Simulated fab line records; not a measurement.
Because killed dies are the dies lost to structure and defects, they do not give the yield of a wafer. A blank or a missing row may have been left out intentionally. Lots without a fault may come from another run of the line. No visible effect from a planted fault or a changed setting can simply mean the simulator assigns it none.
One fault through the eyes of 2 desks | flow nand harc | each desk has only its own numbers; what lay behind them comes last

AT THE TOOL OWNER'S DESK: ald metal-02
The tool's own readings at NHARC_A_WL_FILL_ALD_19 (deposits TiN, target thk 2 nm, pulse time 3 s, ald cycles 100): means of the sampled wafers that have a number, for each lot that ran on this tool. If a lot's mean is further than 4 standard deviations from the usual mean, the lot is out of limits and carries the mark OUT (the distance appears in the brackets).
Columns: A = heater power w at NHARC_A_WL_FILL_ALD_19, usual 1113 W; B = precursor pulse height rel at NHARC_A_WL_FILL_ALD_19, usual 1.002
lot  | first seen here | A    | B
L417 | day 21 12:20    | 1228 | 1.000
L420 | day 22 15:56    | 1148 | 1.000
L423 | day 24 01:26    | 1269 | 0.997
L428 | day 26 06:43    | 1152 | 1.023
L437 | day 29 17:50    | 1218 | 1.006
This desk's verdict: no lot among the 5 shows anything out of limits.

THE DEFECT DESK
Inspection counts along the route, by lot: the mean over sampled wafers that carry a number. If a lot's mean is further than 4 standard deviations from the usual mean, the lot is out of limits and carries the mark OUT (the distance appears in the brackets).
Columns: A = raw defect count at NHARC_A_WL_FILL_INSPECT_15, usual 506
lot  | first seen here | A
L416 | day 21 00:56    | 482
L417 | day 21 13:10    | 534
L420 | day 22 16:46    | 492
L423 | day 24 02:44    | 486
L428 | day 26 07:34    | 523
L430 | day 26 07:35    | 590
L431 | day 26 07:43    | 632
L432 | day 27 19:35    | 448
L435 | day 28 20:46    | 447
L436 | day 28 20:47    | 450
L437 | day 29 18:39    | 457
L438 | day 29 18:49    | 410
L439 | day 31 11:33    | 324
This desk's verdict: no lot among the 13 shows anything out of limits.

PUT TOGETHER
The tool owner's desk saw nothing out of limits.
The defect desk saw nothing out of limits.

WHAT HAD BEEN PUT IN BY THE SIMULATOR
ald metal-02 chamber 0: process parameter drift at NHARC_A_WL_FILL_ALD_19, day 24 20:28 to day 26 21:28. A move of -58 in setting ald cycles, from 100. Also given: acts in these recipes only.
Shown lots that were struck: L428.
